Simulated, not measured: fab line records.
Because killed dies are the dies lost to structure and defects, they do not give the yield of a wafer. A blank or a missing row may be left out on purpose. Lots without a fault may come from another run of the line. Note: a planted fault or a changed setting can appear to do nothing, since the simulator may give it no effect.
Split-lot experiment    flow n5 finfet    7 lots, 21 wafers read, on a route of 1938 steps

== THE SPLIT ITSELF ==
At N5_PASSIVATION_PASS_ETCH_47 (etches SiNx in CF4/O2, target depth 770 nm, time 385 s), the setting source w was moved away from the recipe's 535 W on 5 of the 21 wafers read, by -13.3% to +12.5%. All remaining wafers had this setting at the recipe value.

The reading is taken at the split's own step.

== THE READING ==
rf vpp V, in V, at N5_PASSIVATION_PASS_ETCH_47 (etches SiNx in CF4/O2, target depth 770 nm, time 385 s). Fault-free wafers of this fab line usually give 244 V, standard deviation 3.5 V.

wafer   tool, chamber at the split  source w as run, W  against the recipe  rf vpp V, V  against lot-mates on the recipe
L075.2  rie diel-02, 0              535                 recipe              242          -
L075.5  rie diel-02, 0              535                 recipe              242          -
L075.6  rie diel-02, 1              535                 recipe              242          -
L080.1  rie diel-02, 2              535                 recipe              254          -
L080.2  rie diel-02, 3              535                 recipe              238          -
L080.3  rie diel-02, 0              535                 recipe              243          -
L083.1  rie diel-01, 0              464.1               -13.3%              259          +18
L083.4  rie diel-01, 3              535                 recipe              241          -
L083.6  rie diel-01, 3              535                 recipe              241          -
L088.1  rie diel-01, 0              535                 recipe              239          -
L088.4  rie diel-01, 1              535                 recipe              247          -
L088.5  rie diel-01, 1              535                 recipe              247          -
L086.2  rie diel-01, 1              473.5               -11.5%              263          +22
L086.3  rie diel-01, 2              473.5               -11.5%              261          +20
L086.4  rie diel-01, 3              535                 recipe              241          -
L087.2  rie diel-06, 0              535                 recipe              244          -
L087.3  rie diel-06, 1              535                 recipe              245          -
L087.4  rie diel-06, 2              601.8               +12.5%              226          -18
L096.2  rie diel-06, 3              535                 recipe              246          -
L096.4  rie diel-06, 2              535                 recipe              242          -
L096.6  rie diel-06, 0              564.7               +5.6%               236          -8

THE FIT
A straight line over all 21 wafers: rf vpp V changes by -1.42 V for each +1% of source w; r = -0.91; the points scatter about the line by 3.6 V.
The same after taking each lot's own level away (the mean of its wafers on the recipe; 21 wafers): -1.58 V for each +1%; r = -0.94; scatter 3.3 V.
On that fit, the largest move of source w shifts the reading by 21 V.
The span of the lots' own levels, 241.0 to 245.0 V, comes to 1.1 times the standard deviation stated above.
So the lot-to-lot level changes the slope: the two fits differ.
Check: with one of the wafers moved furthest among these (-13.3%) left out of the fit, the line predicts +22.6 V for it against its lot-mates. It came out at +18 V against them.
Tool readings at the split's step, against how far the setting was moved: rf vpp V r = -0.91.

== FURTHER SPLITS ON THESE WAFERS ==
These wafers also went through other splits before the reading. Each is held against what the fit with the lots' levels taken away leaves over:
other split on the same wafers    wafers away from the commonest value  r with rf vpp V (lot level and that fit taken away)
N5_PASSIVATION_EXPOSE_27 dose mj  7                                     -0.12
N5_PASSIVATION_ETCH_59 time s     6                                     -0.20

== THE WHOLE CHAIN: every reading that the file lists as answering this split, in the file's order ==
step                         what it does                                            reading                                                         change (the file's fit)               r (the file's)
N5_PASSIVATION_PASS_ETCH_47  etches SiNx in CF4/O2, target depth 770 nm, time 385 s  rf vpp V                                                        -1.53 V for each +1% of the setting   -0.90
N5_PASSIVATION_PASS_ETCH_47  etches SiNx in CF4/O2, target depth 770 nm, time 385 s  etch.depth nm (the simulator's own value, which no gauge read)  +7.41 nm for each +1% of the setting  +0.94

== THE FILE'S OWN FIT ==
rf vpp V changes by -1.53 V for each +1% of source w, r = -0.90.
